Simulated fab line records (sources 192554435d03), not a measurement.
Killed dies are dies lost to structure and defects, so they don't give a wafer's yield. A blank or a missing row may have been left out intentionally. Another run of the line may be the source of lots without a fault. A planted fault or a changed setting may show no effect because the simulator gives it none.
Matching of chambers || flow n5-finfet || rie-diel-02 running N5_BEOL_M1_DESCUM_33: 4 sister chambers
The step chemistry O2, time 7 s. 4 wafers are shown with their chamber, then 10 later ones without.

WAFERS, EACH WITH ITS CHAMBER
{"wafer": "L090.3", "chamber": 1, "showerhead-plenum-p-Torr (Torr)": 2.20}
{"wafer": "L090.5", "chamber": 0, "showerhead-plenum-p-Torr (Torr)": 2.02}
{"wafer": "L091.1", "chamber": 2, "showerhead-plenum-p-Torr (Torr)": 2.09}
{"wafer": "L094.5", "chamber": 3, "showerhead-plenum-p-Torr (Torr)": 1.96}

WAFERS WITHOUT THEIR CHAMBER
{"wafer": "L094.6", "showerhead-plenum-p-Torr (Torr)": 2.02}
{"wafer": "L095.2", "showerhead-plenum-p-Torr (Torr)": 2.09}
{"wafer": "L095.4", "showerhead-plenum-p-Torr (Torr)": 1.95}
{"wafer": "L095.5", "showerhead-plenum-p-Torr (Torr)": 2.09}
{"wafer": "L097.1", "showerhead-plenum-p-Torr (Torr)": 2.20}
{"wafer": "L097.2", "showerhead-plenum-p-Torr (Torr)": 2.02}
{"wafer": "L097.3", "showerhead-plenum-p-Torr (Torr)": 2.09}
{"wafer": "L097.4", "showerhead-plenum-p-Torr (Torr)": 1.95}
{"wafer": "L097.5", "showerhead-plenum-p-Torr (Torr)": 2.09}
{"wafer": "L097.6", "showerhead-plenum-p-Torr (Torr)": 1.95}

THE CHAMBER EACH PASSED THROUGH
{"wafer": "L094.6", "from the rows above": 0, "in truth": 0}
{"wafer": "L095.2", "from the rows above": 2, "in truth": 2}
{"wafer": "L095.4", "from the rows above": 3, "in truth": 3}
{"wafer": "L095.5", "from the rows above": 2, "in truth": 2}
{"wafer": "L097.1", "from the rows above": 1, "in truth": 1}
{"wafer": "L097.2", "from the rows above": 0, "in truth": 0}
{"wafer": "L097.3", "from the rows above": 2, "in truth": 2}
{"wafer": "L097.4", "from the rows above": 3, "in truth": 3}
{"wafer": "L097.5", "from the rows above": 2, "in truth": 2}
{"wafer": "L097.6", "from the rows above": 3, "in truth": 3}
Placed correctly: 10 of 10. Can't be placed from these rows: 0. Placed wrongly: 0.
How it was worked out, from the rows above alone: a wafer's distance from a chamber is the root of the sum, over the readings, of the square of ((its reading less the chamber's mean) divided by the reading's scatter). The wafer belongs to the nearest chamber; if the next one is less than 2 further off, it can't be placed. A chamber's mean is the mean of its shown wafers. The scatter: root of mean squared gap, hidden wafer to nearest shown wafer, with one shown wafer a chamber.
